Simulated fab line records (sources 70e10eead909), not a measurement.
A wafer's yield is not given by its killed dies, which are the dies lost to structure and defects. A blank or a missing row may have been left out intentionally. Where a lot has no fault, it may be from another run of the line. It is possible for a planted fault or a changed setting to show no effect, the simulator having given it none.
What tool caused it? :: flow nandHarc :: 6 lots with 18 wafers sampled at 4 steps, on a route of 1302 steps

WHAT THE GAUGES SHOWED, per wafer
NHARC_A_M1_INSPECT_27.
lot: L162
measured: day 24 05:50
on: defectInspect-01
rawDefectCount: 399 403 534

lot: L168
measured: day 25 19:24
on: defectInspect-01
rawDefectCount: 583 744 722

lot: L170
measured: day 27 04:17
on: defectInspect-01
rawDefectCount: 386 436 536

lot: L174
measured: day 29 03:52
on: defectInspect-01
rawDefectCount: 615 761 650

lot: L176
measured: day 30 00:08
on: defectInspect-01
rawDefectCount: 650 585 526

lot: L183
measured: day 32 18:07
on: defectInspect-02
rawDefectCount: 807 765 733

WHAT TOOL EACH LOT RAN ON (gives the tool, then ch and the chambers of the sampled wafers, and finally the start)
lot: L162
NHARC_A_M0_DEP_32: pecvd-01 ch 0,1,2, day 24 01:54
NHARC_A_M1_STRIP_19: wetBench-08 ch 5,6,7, day 24 04:01
NHARC_A_M1_PRE_CLEAN_30: pvdSputter-01, day 24 05:50 or earlier

lot: L168
NHARC_A_M0_DEP_32: pecvd-04 ch 1,2, day 25 15:32
NHARC_A_M1_STRIP_19: wetBench-10 ch 5,6,7, day 25 17:35
NHARC_A_M1_PRE_CLEAN_30: pvdSputter-03, day 25 19:24 or earlier

lot: L170
NHARC_A_M0_DEP_32: pecvd-04 ch 0,1,2, day 27 00:15
NHARC_A_M1_STRIP_19: wetBench-10 ch 3,5,6, day 27 02:28
NHARC_A_M1_PRE_CLEAN_30: pvdSputter-01, day 27 04:17 or earlier

lot: L174
NHARC_A_M0_DEP_32: pecvd-01 ch 0,1, day 28 23:53
NHARC_A_M1_STRIP_19: wetBench-10 ch 0,2,4, day 29 02:02
NHARC_A_M1_PRE_CLEAN_30: pvdSputter-03, day 29 03:52 or earlier

lot: L176
NHARC_A_M0_DEP_32: pecvd-01 ch 0,2, day 29 20:11
NHARC_A_M1_STRIP_19: wetBench-10 ch 2,3,5, day 29 22:20
NHARC_A_M1_PRE_CLEAN_30: pvdSputter-03, day 30 00:08 or earlier

lot: L183
NHARC_A_M0_DEP_32: pecvd-02 ch 0,1,2, day 32 12:25
NHARC_A_M1_STRIP_19: wetBench-08 ch 4,5,7, day 32 16:17
NHARC_A_M1_PRE_CLEAN_30: pvdSputter-02, day 32 18:07 or earlier
- NHARC_A_M0_DEP_32: deposits SiCN, target thk 30 nm.
- NHARC_A_M1_STRIP_19: strips in post etch residue remover, time 600 s.
- NHARC_A_M1_PRE_CLEAN_30: time 30 s.

THE ANSWER, worked out from the rows above alone
Rule: the usual values come from the lots themselves. The widest of any qualifying gaps counts: lots, ordered by their means at a reading, are off when they make up no more than a third of the lots, leave a main group of 4 or more, and stand apart from it by 3 or more times the standard deviation of that group's means. If all means in a main group match to the digits the tables above print for the reading, that group is not used. Also off: a lot with no number at a reading for which 4 or more lots have one. Any other lot the step has rows for is counted as sound.
No lot is off at any reading shown: from this, nothing can be told.

WHAT WAS PUT IN BY THE SIMULATOR
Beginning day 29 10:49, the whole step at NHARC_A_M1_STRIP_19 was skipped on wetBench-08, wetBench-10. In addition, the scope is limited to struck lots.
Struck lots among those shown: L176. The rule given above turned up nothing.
